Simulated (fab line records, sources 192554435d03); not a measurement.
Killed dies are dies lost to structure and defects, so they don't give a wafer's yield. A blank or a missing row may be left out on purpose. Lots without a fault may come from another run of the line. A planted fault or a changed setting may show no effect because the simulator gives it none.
Chamber matching | flow n5_finfet | N5_FIN_SAQP_ALD_61 on ald_sin-03: 4 sister chambers
The step deposits SiO2, target thk 4 nm, pulse time 1 s, purge time 2 s. 27 wafers are shown with their chamber, then 12 later ones without.

WAFERS WITH THEIR CHAMBER
wafer  | chamber | heater_power_w (W) | precursor_pulse_height_rel
L074.1 | 1       | 454                | 1.008
L074.3 | 3       | 500                | 0.988
L074.6 | 3       | 500                | 1.008
L077.2 | 3       | 503                | 1.000
L077.3 | 0       | 462                | 0.980
L077.6 | 3       | 499                | 0.976
L079.1 | 1       | 451                | 1.002
L079.4 | 0       | 458                | 0.993
L079.5 | 0       | 470                | 0.998
L080.3 | 1       | 457                | 1.013
L080.4 | 2       | 556                | 0.991
L080.5 | 3       | 512                | 0.961
L081.2 | 0       | 465                | 1.012
L081.3 | 2       | 561                | 1.050
L081.6 | 1       | 468                | 1.005
L088.4 | 2       | 547                | 0.997
L088.5 | 0       | 445                | 1.009
L088.6 | 3       | 499                | 0.993
L089.1 | 2       | 555                | 0.993
L089.3 | 0       | 427                | 1.045
L089.5 | 2       | 562                | 0.999
L091.2 | 1       | 434                | 1.023
L091.4 | 0       | 432                | 0.972
L091.6 | 2       | 544                | 0.952
L092.1 | 1       | 440                | 0.983
L092.2 | 2       | 565                | 1.012
L092.3 | 1       | 435                | 0.988

SIGNATURES (means of the wafers above)
reading                    | chamber 0 | chamber 1 | chamber 2 | chamber 3 | scatter within a chamber
heater_power_w             | 451.29    | 448.43    | 555.71    | 502.17    | 11.7
precursor_pulse_height_rel | 1.00129   | 1.00314   | 0.99914   | 0.98767   | 0.022
Rule: a wafer's distance from a chamber is the root of the sum, over the readings, of the square of ((its reading less the chamber's mean) divided by the reading's scatter). The wafer belongs to the nearest chamber; if the next one is less than 2 further off, it can't be placed. The scatter: the root of (the sum of the squares of (reading less its chamber's mean) over the shown wafers, divided by (wafers less chambers)).

WAFERS WITHOUT THEIR CHAMBER
wafer  | heater_power_w (W) | precursor_pulse_height_rel
L094.1 | 449                | 1.028
L094.4 | 439                | 0.993
L094.5 | 543                | 1.014
L095.2 | 452                | 1.013
L095.5 | 512                | 0.973
L095.6 | 556                | 0.994
L096.2 | 516                | 0.977
L096.4 | 441                | 0.974
L096.5 | 548                | 0.996
L097.3 | 452                | 0.972
L097.4 | 497                | 1.024
L097.5 | 447                | 0.988

WHICH CHAMBER EACH WENT THROUGH
wafer  | from the rows above     | in truth
L094.1 | can't be placed: 1 or 0 | 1
L094.4 | can't be placed: 1 or 0 | 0
L094.5 | 2                       | 2
L095.2 | can't be placed: 0 or 1 | 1
L095.5 | 3                       | 3
L095.6 | 2                       | 2
L096.2 | 3                       | 3
L096.4 | can't be placed: 1 or 0 | 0
L096.5 | 2                       | 2
L097.3 | can't be placed: 0 or 1 | 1
L097.4 | 3                       | 3
L097.5 | can't be placed: 1 or 0 | 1
Placed correctly: 6 of 12. Can't be placed from these rows: 6 (the true chamber is among the candidates in 6). Placed wrongly: 0.
